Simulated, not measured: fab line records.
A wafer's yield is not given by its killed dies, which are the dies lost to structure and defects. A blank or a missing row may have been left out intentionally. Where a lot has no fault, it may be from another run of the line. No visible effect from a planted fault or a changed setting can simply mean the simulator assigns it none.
Chamber matching    flow nand harc    NHARC_A_CHANNEL_FILL_D1_ALD_25 on ald hk-01: 4 sister chambers
The step deposits SiOx, target thk 60 nm, pulse time 10 s, ald cycles 600. 4 wafers are shown with their chamber, then 7 later ones without.

EACH WAFER AND ITS CHAMBER
wafer   chamber  heater power w (W)
L083.6  3        504
L088.5  2        407
L090.2  1        414
L090.4  0        447

WAFERS WHOSE CHAMBER IS MISSING
wafer   heater power w (W)
L090.6  517
L093.4  516
L093.2  440
L093.5  507
L097.1  421
L097.2  447
L097.5  421

THE CHAMBER EACH PASSED THROUGH
wafer   from the rows above      in truth
L090.6  3                        3
L093.4  3                        3
L093.2  0                        0
L093.5  3                        3
L097.1  can't be placed: 1 or 2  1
L097.2  0                        0
L097.5  can't be placed: 1 or 2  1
5 of 7 placed correctly. Not placeable from these rows: 2 (in 2, the candidates include the true chamber). Placed wrongly: 0.
How it was worked out, from the rows above alone: a wafer's distance from a chamber is the root of the sum, over the readings, of the square of ((its reading less the chamber's mean) divided by the reading's scatter). The wafer belongs to the nearest chamber; if the next one is less than 2 further off, it can't be placed. A chamber's mean is the mean of its shown wafers. The scatter: root of mean squared gap, hidden wafer to nearest shown wafer, with one shown wafer a chamber.
